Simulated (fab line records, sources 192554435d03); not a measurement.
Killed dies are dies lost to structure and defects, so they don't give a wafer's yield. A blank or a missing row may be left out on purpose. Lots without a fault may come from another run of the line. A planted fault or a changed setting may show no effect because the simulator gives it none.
Problem report in the 8D (eight disciplines) form, filled by code | flow n5_finfet | the parts of the form that need people (team, actions taken, sign-off) are left out

1. THE PROBLEM
cd_nm at N5_BEOL_M10_CD_MEAS_28 reads a mean of 78.6 nm on 6 wafers of 2 lots; wafers without a fault read 69.6 nm with a standard deviation of 1. That is +9.0 standard deviations from the usual mean.
The step: target cd 70 nm.
First seen on wafer L423.1, day 12 10:26, on cd_sem-01. The record holds 27 wafers of 9 lots with a number at this step. Rule for "out", or "out of limits": more than 4 standard deviations from the usual mean. The other wafers with a number count as sound.

2. WHAT IT IS AND WHAT IT IS NOT
question                    | is                     | is not
which readings at this step | cd_nm                  | -
which lots                  | L423, L426             | L414, L415, L418, L431, L434, L435, L436
which wafers of those lots  | all that have a number | -
read on which gauges        | cd_sem-01, cd_sem-03   | cd_sem-02
when                        | from day 12 10:26      | up to then (9 sound wafers); but 12 sound wafers of L431, L434, L435, L436 came after

3. SUSPECTS, AND WHAT RULES EACH OUT
Counting: a tool at a process step up to the reading stays a suspect if it ran every lot that is out and no sound lot after the first of them.
- the gauge at N5_BEOL_M10_CD_MEAS_28: ruled out. The wafers that are out were read on 2 gauges (cd_sem-01, cd_sem-03).
- arfi_scanner-03 at N5_BEOL_M10_EXPOSE_25 (exposes mask V9): kept. It ran every lot that is out, first L423 (day 12 10:19), and no sound lot after that; its last sound lot up to then is L418 (day 11 00:13). Its own readings are out on those wafers: exposure_dose_mJ_cm2.
Left after counting: arfi_scanner-03 at N5_BEOL_M10_EXPOSE_25.

4. THE CAUSE (what the simulator had put in)
Process parameter drift: arfi_scanner-03, from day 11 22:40 on, at N5_BEOL_M10_EXPOSE_25. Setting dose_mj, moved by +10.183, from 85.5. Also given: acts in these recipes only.
Counting left only this tool.

5. THE CHAIN OF EFFECTS, in route order
Each row: a reading whose mean over the struck wafers that have a number lies more than 3 standard deviations from the usual. Only readings for which the record gives a usual standard deviation are gone through. hours: the time from each lot's start at the first step in this table that gives one to its start at this step, as a median over the lots. sigmas: the change in usual standard deviations.
hours | step                    | reading              | usual   | on struck wafers | change | sigmas
0     | N5_BEOL_M10_EXPOSE_25   | exposure_dose_mJ_cm2 | 86.1    | 94.6             | +8.5   | +11
0     | N5_BEOL_M10_CD_MEAS_28  | cd_nm                | 69.6 nm | 78.6             | +9.0   | +9.0
53    | N5_PASSIVATION_PROBE_49 | defect_limited_yield | 91.3 %  | 84.6             | -6.7   | -4.4
53    | N5_PASSIVATION_PROBE_49 | killed_at_M4_up      | 12      | 84               | +72    | +16
53    | N5_PASSIVATION_PROBE_49 | killed_dies          | 103     | 181              | +78    | +4.6
53    | N5_PASSIVATION_PROBE_49 | sort_n_pass          | 1077    | 999              | -78    | -4.6
53    | N5_PASSIVATION_PROBE_49 | sort_yield_pct       | 91.3 %  | 84.6             | -6.7   | -4.4
The process steps in it:
- N5_BEOL_M10_EXPOSE_25: exposes mask V9.
- N5_PASSIVATION_PROBE_49

6. WHAT WOULD HAVE CAUGHT IT SOONER
In this record the first reading out of limits at a measuring or inspecting step was taken at day 12 10:26, 12 hours after the fault began at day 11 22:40.
The tool's own readings at N5_BEOL_M10_EXPOSE_25 were out on every struck wafer that the step has a row for (exposure_dose_mJ_cm2): an alarm limit on them would have fired on the first of those.
Of the lots that are out (2), L426 began N5_BEOL_M10_EXPOSE_25 on arfi_scanner-03 after day 12 10:26. A hold on the tool at that time would have spared it.
